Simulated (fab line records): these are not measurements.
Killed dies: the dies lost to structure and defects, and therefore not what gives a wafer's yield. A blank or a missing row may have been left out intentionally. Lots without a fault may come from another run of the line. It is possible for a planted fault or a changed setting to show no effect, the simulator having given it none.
Lot-split experiment + flow n5 finfet + 21 wafers read from 7 lots, route of 1938 steps

== ON THE SPLIT ==
At N5_DUMMY_GATE_ETCH_32 (etches SiO2 in CF4, target depth 3.5 nm, time 3.9 s), the setting time s was moved away from the recipe's 3.9 s on 8 of the 21 wafers read, by -17.8% to +21.9%. All remaining wafers had this setting at the recipe value.

The reading comes from the split's own step.

== THE READING ==
etch.depth nm (the simulator's own value, which no gauge read), in nm, at N5_DUMMY_GATE_ETCH_32 (etches SiO2 in CF4, target depth 3.5 nm, time 3.9 s). The file gives no usual value for it. The 13 wafers here that ran the recipe average 3.521 nm, standard deviation 0.027 nm.

| wafer  | tool, chamber at the split | time s as run, s | against the recipe | etch.depth nm, nm | against lot-mates on the recipe |
|--------|----------------------------|------------------|--------------------|-------------------|---------------------------------|
| L079.1 | rie si-05, 1               | 4.754            | +21.9%             | 4.304             | +0.786                          |
| L079.3 | rie si-05, 2               | 3.9              | recipe             | 3.503             | -                               |
| L079.6 | rie si-05, 1               | 3.9              | recipe             | 3.533             | -                               |
| L080.1 | rie si-05, 0               | 3.9              | recipe             | 3.495             | -                               |
| L080.3 | rie si-05, 2               | 3.61             | -7.4%              | 3.237             | -0.258                          |
| L080.5 | rie si-05, 1               | 3.61             | -7.4%              | 3.247             | -0.248                          |
| L090.2 | rie si-06, 0               | 3.9              | recipe             | 3.5               | -                               |
| L090.3 | rie si-06, 3               | 4.585            | +17.6%             | 4.209             | +0.709                          |
| L090.4 | rie si-06, 1               | 4.585            | +17.6%             | 4.118             | +0.618                          |
| L093.1 | rie si-02, 0               | 3.9              | recipe             | 3.547             | -                               |
| L093.2 | rie si-02, 3               | 3.9              | recipe             | 3.541             | -                               |
| L093.4 | rie si-02, 2               | 3.9              | recipe             | 3.494             | -                               |
| L095.3 | rie si-05, 1               | 3.206            | -17.8%             | 2.904             | -0.603                          |
| L095.5 | rie si-05, 2               | 3.9              | recipe             | 3.507             | -                               |
| L095.6 | rie si-05, 3               | 3.206            | -17.8%             | 2.868             | -0.639                          |
| L096.1 | rie si-05, 3               | 3.9              | recipe             | 3.485             | -                               |
| L096.3 | rie si-05, 1               | 3.9              | recipe             | 3.56              | -                               |
| L096.5 | rie si-05, 3               | 3.9              | recipe             | 3.513             | -                               |
| L097.3 | rie si-06, 3               | 3.9              | recipe             | 3.575             | -                               |
| L097.5 | rie si-06, 2               | 4.359            | +11.8%             | 3.95              | +0.400                          |
| L097.6 | rie si-06, 3               | 3.9              | recipe             | 3.525             | -                               |

FIT RESULTS
A straight line over all 21 wafers: etch.depth nm changes by +0.0361 nm for each +1% of time s; r = +1.00; the points scatter about the line by 0.028 nm.
The same after taking each lot's own level away (the mean of its wafers on the recipe; 21 wafers): +0.0359 nm for each +1%; r = +1.00; scatter 0.027 nm.
On that fit, the largest move of time s shifts the reading by 0.79 nm.
The lots' own levels span 3.4950 to 3.5500 nm, that is 2.0 times the standard deviation above.
Hence the lot-to-lot level has little effect on the slope; both slopes agree.
Check: for one of the wafers moved furthest among these (+21.9%), held out of the fit, the line's prediction against its lot-mates is +0.792 nm. It came out at +0.786 nm against them.

== OTHER SPLITS APPLIED TO THESE WAFERS ==
Note: prior to the reading, these wafers also went through further splits. Each is held against what the fit with the lots' levels taken away leaves over:
| other split on the same wafers | wafers away from the commonest value | r with etch.depth nm (lot level and that fit taken away) |
|--------------------------------|--------------------------------------|----------------------------------------------------------|
| N5_ZERO_LAYER_PECVD_02 time s  | 6                                    | +0.24                                                    |
| N5_WELL_APT_EXPOSE_05 dose mj  | 6                                    | -0.04                                                    |
| N5_WELL_APT_PEB_06 peb time s  | 10                                   | +0.11                                                    |
| N5_FIN_SAQP_PEB_14 peb time s  | 7                                    | +0.23                                                    |

== THE FILE'S OWN FIT ==
etch.depth nm changes by +0.0358 nm for each +1% of time s, r = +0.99.
